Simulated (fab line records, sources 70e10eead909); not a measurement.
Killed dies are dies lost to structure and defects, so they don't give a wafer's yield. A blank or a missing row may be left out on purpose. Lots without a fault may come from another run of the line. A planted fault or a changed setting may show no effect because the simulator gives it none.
fab line records | flow nand_harc
record lots=4 wafers=12 last_day=27
route steps=1302 shown A_BONDPAD@1232 HYBRID_BOND@1237 THIN_TSV@1244 END@1302
lots that met no fault: from a run of the same line without faults
start_h: hours from the record's first day to the start of the lot's first wafer shown | wait_h: hours since the lot's step before | " the same as in the row above | L1.1+2: a row that stands for several wafers | - no value, or no start given | * or withheld: withheld | < > ~ a bound
route shown NAME@n: a module of which the file shows steps, and the number in the route of the first | usual: mean/standard deviation of fault-free wafers | same: alike in all rows | chamber/n: place in a boat | sites: the reading at each site | _std_site: their standard deviation | _edge_site: outer sites' mean less inner sites' | radius_mm: how far each site lies from the wafer's centre | mask NAME#n: copy n | behind: the tool/chamber that last shaped the wafer | hold: why the lot was held/for how many hours/how that ended | device: the transistor (n, p or np) that didn't switch | end of line: the same wafers' tests at the end of the route | a step without rows: its recipe alone | killed: dies lost to structure and defects at the first sort, not the wafer's yield | map: a wafer's dies, x killed, . not, _ none there
set.NAME: the setting as run; set.NAME@STEP: as run at that earlier step | model.NAME: the simulator's own value behind a step, which no gauge read
lots at some steps of the route; a table a step, a row a wafer
services: from which hour (start_h, from the record's first day; less than 0 if before it) a tool's chamber was out of use, for how many hours, and why
## steps
# step NHARC_A_BONDPAD_THK_MEAS_20
# recipe thk_meas_gauge=xrf
# usual thk_nm=169.3/1.6
# columns lot.wafer tool chamber start_h wait_h thk_nm
L118.3 film_metro-02 - 543.09 - 168.8
L118.4 " - " " 169.2
L118.6 " - " " 169.0
L117.1 film_metro-01 - 545.75 - 169.4
L117.2 " - " " 170.5
L117.4 " - " " 170.5
L119.1 film_metro-02 - 551.67 - 170.6
L119.3 " - " " 172.8
L119.4 " - " " 171.5
L124.1 film_metro-02 - 600.98 - 170.7
L124.5 " - " " 170.2
L124.6 " - " " 171.7
# step NHARC_A_BONDPAD_SRD_21
# recipe time_s=30 temp_c=23 dry_time_s=20 spin_rpm=1500
# step NHARC_A_BONDPAD_INSPECT_23
# usual raw_defect_count=559/130
# columns lot.wafer tool chamber start_h wait_h raw_defect_count
L118.3 defect_inspect-02 - 543.32 0.0 456
L118.4 " - " " 577
L118.6 " - " " 667
L117.1 defect_inspect-01 - 545.98 0.0 547
L117.2 " - " " 759
L117.4 " - " " 640
L119.1 defect_inspect-01 - 551.89 0.0 503
L119.3 " - " " 475
L119.4 " - " " 584
L124.1 defect_inspect-01 - 601.21 0.0 419
L124.5 " - " " 608
L124.6 " - " " 524
# step NHARC_HYBRID_BOND_ACTIVATE_00
# recipe time_s=60 n2_flow_sccm=200 ar_flow_sccm=0 bias_power_w=0 chemistry=N2
# usual drypump_motor_current_A=5.46/0.22 oes_product_au=1.002/0.0084 rf_vpp_V=63.8/0.96 showerhead_plenum_p_Torr=1.70/0.066
# columns lot.wafer tool chamber start_h wait_h drypump_motor_current_A oes_product_au rf_hours_counter_h rf_vpp_V showerhead_plenum_p_Torr
L118.3 rie_diel-06 0 543.40 0.1 5.17 1.002 4 63.9 1.70
L118.4 " 1 " " 5.44 0.995 5 62.3 1.63
L118.6 " 3 " " 5.50 0.995 - 61.4 1.63
L117.2 rie_diel-06 2 546.04 0.1 5.55 1.010 5 64.5 1.76
L117.4 " 0 " " 5.16 1.003 4 62.8 1.70
L117.1 " 1 " " 5.47 0.985 5 62.4 1.63
L119.1 rie_diel-06 0 551.97 0.1 5.16 1.004 4 64.6 1.70
L119.4 " 1 " " 5.41 0.998 6 63.0 1.63
L119.3 " 2 " " 5.55 1.003 6 63.4 1.76
L124.1 rie_diel-06 3 601.30 0.1 5.51 0.994 9 64.2 1.63
L124.5 " 1 " " 5.41 1.001 - 63.2 1.63
L124.6 " 3 " " 5.50 0.998 - 64.0 1.63
# step NHARC_HYBRID_BOND_PRECLEAN_01
# recipe time_s=300 temp_c=23 chemistry=DIW
# step NHARC_HYBRID_BOND_SRD_02
# recipe time_s=30 temp_c=23 dry_time_s=20 spin_rpm=1500
# step NHARC_HYBRID_BOND_BOND_03
# recipe temp_c=25
# step NHARC_HYBRID_BOND_ANNEAL_04
# recipe temp_c=300 time_s=7200 ramp_up_c_per_min=5 ramp_down_c_per_min=3 idle_temp_c=100 pressure_atm=1
# step NHARC_HYBRID_BOND_OVL_MEAS_05
# usual overlay_x_nm=1/34 overlay_y_nm=-5/35
# columns lot.wafer tool chamber start_h wait_h overlay_x_nm overlay_y_nm
L117.1 overlay-01 - 552.81 0.4 -57 10
L117.2 " - " " -16 -38
L117.4 " - " " -26 -35
L118.3 overlay-02 - 552.82 0.4 -18 62
L118.4 " - " " -13 22
L118.6 " - " " -41 -18
L119.1 overlay-01 - 561.32 0.4 -90 10
L119.3 " - " " -1 -57
L119.4 " - " " -1 -22
L124.1 overlay-02 - 611.22 0.4 -16 23
L124.5 " - " " -14 63
L124.6 " - " " -39 -81
# step NHARC_HYBRID_BOND_INSPECT_06
# recipe inspect_instrument=ir_void
# usual raw_defect_count=88/43
# columns lot.wafer tool chamber start_h wait_h raw_defect_count
L117.1 defect_inspect-02 - 552.86 0.0 91
L117.2 " - " " 105
L117.4 " - " " 125
L118.3 defect_inspect-01 - 552.88 0.1 86
L118.4 " - " " 85
L118.6 " - " " 82
L119.1 defect_inspect-02 - 561.37 0.0 76
L119.3 " - " " 97
L119.4 " - " " 88
L124.1 defect_inspect-01 - 611.27 0.0 81
L124.5 " - " " 66
L124.6 " - " " 68
# step NHARC_THIN_TSV_GRIND_00
# recipe target_thk_um=6
# usual motor_current_A=12.002/0.022
# columns lot.wafer tool chamber start_h wait_h motor_current_A
L117.1 grinder-01 0 553.02 0.1 11.967
L117.2 " 0 " " 11.978
L117.4 " 0 " " 11.997
L118.3 grinder-01 0 554.62 1.7 11.990
L118.4 " 0 " " 12.041
L118.6 " 0 " " 11.973
L119.1 grinder-01 0 561.52 0.1 11.988
L119.3 " 0 " " 12.004
L119.4 " 0 " " 12.014
L124.1 grinder-01 0 611.42 0.1 11.979
L124.5 " 0 " " 11.963
L124.6 " 0 " " 12.019
# step NHARC_THIN_TSV_CMP_01
# recipe target_thk_um=3
# usual edge_zone_pressure_frac=1.000/0.0052 motor_current_A=12.5/1.4
# columns lot.wafer tool chamber start_h wait_h edge_zone_pressure_frac motor_current_A
L117.2 cmp-01 3 554.25 0.8 0.992 15.1
L117.1 " 0 " " 0.998 13.0
L117.4 " 1 " " 0.992 13.9
L118.3 cmp-01 3 555.45 0.6 0.992 15.0
L118.4 " 2 " " 0.998 10.5
L118.6 " 0 " " 1.006 13.4
L119.4 cmp-01 1 562.75 0.4 0.996 12.8
L119.3 " 2 " " 1.000 10.6
L119.1 " 0 " " 1.007 12.4
L124.1 cmp-02 2 612.64 1.0 1.004 11.2
L124.5 " 2 " " 1.005 11.4
L124.6 " 3 " " 1.002 12.3
# step NHARC_THIN_TSV_SRD_03
# step NHARC_END_SORT_01
# recipe temp_c=25
# usual defect_limited_yield=91/3.5 killed_at_array=59/24 killed_at_other=0.7/1.2 killed_at_periphery=3.5/2.6 killed_dies=63/24 killed_open=3.2/2.1 killed_short=2.4/1.5
# same gross_dies=677
# columns lot.wafer tool chamber start_h wait_h defect_limited_yield[%] killed_at_array killed_at_other killed_at_periphery killed_dies killed_open killed_short
L118.3 prober-02 0 572.09 3.1 88 67 1 12 80 3 3
L118.4 prober-02 0 572.90 3.4 90 55 1 9 65 0 2
L118.6 prober-02 0 574.52 4.0 90 56 2 9 67 0 2
L119.1 prober-01 0 581.48 2.5 0 54 621 2 677 5 0
L119.3 prober-01 0 583.08 3.1 0 69 602 6 677 4 2
L119.4 prober-01 0 583.89 3.4 0 54 616 7 677 8 2
L124.1 prober-01 0 632.15 2.4 0 47 626 4 677 2 3
L124.5 prober-01 0 635.35 3.7 0 46 630 1 677 4 3
L124.6 prober-01 0 636.15 4.0 0 42 631 4 677 6 2
# killed by level:class
L118.3 A_CHANNEL_HOLE_D1:chamber_film_flake=35 A_WL_FILL:chamber_film_flake=9 A_CHANNEL_HOLE_D2:chamber_film_flake=6 P_GATE:chamber_film_flake=5 P_CONTACT:chamber_film_flake=4 A_CONTACT:chamber_film_flake=4 A_SGD_CUT:chamber_film_flake=3 A_WL_FILL:geometric_particle:short=2
L118.4 A_CHANNEL_HOLE_D1:chamber_film_flake=30 A_CHANNEL_HOLE_D2:chamber_film_flake=8 P_GATE:chamber_film_flake=5 A_WL_FILL:chamber_film_flake=4 A_CONTACT:unspecified=3 A_SGD_CUT:chamber_film_flake=3 A_WL_FILL:geometric_particle:short=2 P_CONTACT:chamber_film_flake=2
L118.6 A_CHANNEL_HOLE_D1:chamber_film_flake=34 A_CHANNEL_HOLE_D2:chamber_film_flake=9 P_CONTACT:chamber_film_flake=5 A_WL_FILL:chamber_film_flake=5 P_GATE:chamber_film_flake=3 A_STAIRCASE:chamber_film_flake=2 A_CONTACT:unspecified=2 THIN_TSV:chamber_film_flake=2
L119.1 THIN_TSV:area_cmp=621 A_CHANNEL_HOLE_D1:chamber_film_flake=26 A_SLIT:chamber_film_flake=17 A_STAIRCASE:chamber_film_flake=3 A_ONON_D2:geometric_particle:open=2 A_CHANNEL_HOLE_D2:chamber_film_flake=2 P_GATE:geometric_particle:open=1 A_M0:geometric_particle:open=1
L119.3 THIN_TSV:area_cmp=602 A_CHANNEL_HOLE_D1:chamber_film_flake=35 A_SLIT:chamber_film_flake=16 A_CHANNEL_HOLE_D2:chamber_film_flake=5 A_CONTACT:chamber_film_flake=5 A_M0:geometric_particle:open=2 P_GATE:chamber_film_flake=2 A_STAIRCASE:chamber_film_flake=2
L119.4 THIN_TSV:area_cmp=616 A_CHANNEL_HOLE_D1:chamber_film_flake=25 A_SLIT:chamber_film_flake=14 A_CHANNEL_HOLE_D2:chamber_film_flake=4 P_M1:chamber_film_flake=2 P_STI:geometric_particle:open=1 P_CONTACT:geometric_particle:open=1 P_M0:geometric_particle:open=1
L124.1 THIN_TSV:area_cmp=624 A_SLIT:chamber_film_flake=22 A_CONTACT:chamber_film_flake=7 A_CHANNEL_HOLE_D2:chamber_film_flake=7 A_CHANNEL_HOLE_D1:chamber_film_flake=6 THIN_TSV:chamber_film_flake=2 P_STI:geometric_particle:open=1 P_GATE:geometric_particle:short=1
L124.5 THIN_TSV:area_cmp=630 A_SLIT:chamber_film_flake=22 A_STAIRCASE:chamber_film_flake=7 A_CHANNEL_HOLE_D2:chamber_film_flake=6 A_CONTACT:chamber_film_flake=4 A_M0:geometric_particle:short=2 P_CONTACT:geometric_particle:open=1 A_ONON_D1:geometric_particle:open=1
L124.6 THIN_TSV:area_cmp=629 A_SLIT:chamber_film_flake=25 A_CHANNEL_HOLE_D2:chamber_film_flake=5 A_CONTACT:chamber_film_flake=4 P_M0:geometric_particle:open=2 P_GATE:geometric_particle:open=1 P_M1:geometric_particle:open=1 A_CHANNEL_FILL_D1:geometric_particle:short=1
# map L119.1 (x killed, . not)
____________x____________
_________xxxxxxx_________
_______xxxxxxxxxxx_______
______xxxxxxxxxxxxx______
_____xxxxxxxxxxxxxxx_____
____xxxxxxxxxxxxxxxxx____
____xxxxxxxxxxxxxxxxx____
___xxxxxxxxxxxxxxxxxxx___
___xxxxxxxxxxxxxxxxxxx___
__xxxxxxxxxxxxxxxxxxxxx__
__xxxxxxxxxxxxxxxxxxxxx__
_xxxxxxxxxxxxxxxxxxxxxxx_
_xxxxxxxxxxxxxxxxxxxxxxx_
_xxxxxxxxxxxxxxxxxxxxxxx_
_xxxxxxxxxxxxxxxxxxxxxxx_
_xxxxxxxxxxxxxxxxxxxxxxx_
xxxxxxxxxxxxxxxxxxxxxxxxx
xxxxxxxxxxxxxxxxxxxxxxxxx
xxxxxxxxxxxxxxxxxxxxxxxxx
xxxxxxxxxxxxxxxxxxxxxxxxx
xxxxxxxxxxxxxxxxxxxxxxxxx
_xxxxxxxxxxxxxxxxxxxxxxx_
_xxxxxxxxxxxxxxxxxxxxxxx_
_xxxxxxxxxxxxxxxxxxxxxxx_
_xxxxxxxxxxxxxxxxxxxxxxx_
_xxxxxxxxxxxxxxxxxxxxxxx_
__xxxxxxxxxxxxxxxxxxxxx__
__xxxxxxxxxxxxxxxxxxxxx__
___xxxxxxxxxxxxxxxxxxx___
___xxxxxxxxxxxxxxxxxxx___
____xxxxxxxxxxxxxxxxx____
____xxxxxxxxxxxxxxxxx____
_____xxxxxxxxxxxxxxx_____
______xxxxxxxxxxxxx______
_______xxxxxxxxxxx_______
_________xxxxxxx_________
____________x____________
# map L124.1 (x killed, . not)
____________x____________
_________xxxxxxx_________
_______xxxxxxxxxxx_______
______xxxxxxxxxxxxx______
_____xxxxxxxxxxxxxxx_____
____xxxxxxxxxxxxxxxxx____
____xxxxxxxxxxxxxxxxx____
___xxxxxxxxxxxxxxxxxxx___
___xxxxxxxxxxxxxxxxxxx___
__xxxxxxxxxxxxxxxxxxxxx__
__xxxxxxxxxxxxxxxxxxxxx__
_xxxxxxxxxxxxxxxxxxxxxxx_
_xxxxxxxxxxxxxxxxxxxxxxx_
_xxxxxxxxxxxxxxxxxxxxxxx_
_xxxxxxxxxxxxxxxxxxxxxxx_
_xxxxxxxxxxxxxxxxxxxxxxx_
xxxxxxxxxxxxxxxxxxxxxxxxx
xxxxxxxxxxxxxxxxxxxxxxxxx
xxxxxxxxxxxxxxxxxxxxxxxxx
xxxxxxxxxxxxxxxxxxxxxxxxx
xxxxxxxxxxxxxxxxxxxxxxxxx
_xxxxxxxxxxxxxxxxxxxxxxx_
_xxxxxxxxxxxxxxxxxxxxxxx_
_xxxxxxxxxxxxxxxxxxxxxxx_
_xxxxxxxxxxxxxxxxxxxxxxx_
_xxxxxxxxxxxxxxxxxxxxxxx_
__xxxxxxxxxxxxxxxxxxxxx__
__xxxxxxxxxxxxxxxxxxxxx__
___xxxxxxxxxxxxxxxxxxx___
___xxxxxxxxxxxxxxxxxxx___
____xxxxxxxxxxxxxxxxx____
____xxxxxxxxxxxxxxxxx____
_____xxxxxxxxxxxxxxx_____
______xxxxxxxxxxxxx______
_______xxxxxxxxxxx_______
_________xxxxxxx_________
____________x____________
## services
# columns tool chamber start_h hours kind
cmp-02 - 533.89 4.0 pm
cmp-02 - 537.89 - consumable_replace:conditioner
rie_diel-06 0 542.20 - clean
rie_diel-06 1 542.20 - clean
rie_diel-06 2 542.20 - clean
rie_diel-06 3 542.20 - clean
grinder-01 - 543.55 1.4 repair
cmp-02 - 544.12 1.1 repair
cmp-02 - 561.45 2.2 repair
rie_diel-06 0 566.75 - clean
rie_diel-06 1 566.75 - clean
rie_diel-06 2 566.75 - clean
rie_diel-06 3 566.75 - clean
cmp-02 - 568.09 1.3 repair
grinder-01 - 569.67 2.1 repair
cmp-01 - 577.59 4.0 pm
cmp-02 - 577.78 2.5 repair
cmp-01 - 581.59 - consumable_replace:conditioner
cmp-01 - 581.59 - consumable_replace:pad
rie_diel-06 0 591.25 - clean
rie_diel-06 1 591.25 - clean
rie_diel-06 2 591.25 - clean
rie_diel-06 3 591.25 - clean
rie_diel-06 2 599.96 11.0 repair
## key
first_sign step=NHARC_END_SORT_01 reading=killed_at_other direction=up sigmas=99+ usual=0.7 struck=621
effect step=NHARC_END_SORT_01 reading=defect_limited_yield direction=down sigmas=26 usual=91 struck=0
more_kills_born_at NHARC_THIN_TSV_CMP_01@cmp-02=1883 NHARC_THIN_TSV_CMP_01@cmp-01=1839
met_at NHARC_THIN_TSV_GRIND_00
struck_wafers L119.1,L119.3,L119.4,L124.1,L124.5,L124.6
later_rows_left_out L119.1,L119.3,L119.4,L124.1,L124.5,L124.6
also_fits time
fault kind=process_parameter_drift tool=grinder-01 chamber=- onset_h=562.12 steps=NHARC_THIN_TSV_GRIND_00 channel=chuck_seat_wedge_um offset=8 shape=step
# later_rows_left_out: the simulator's readings of these wafers behind a module that went badly wrong aren't trusted and aren't shown, but for the sort
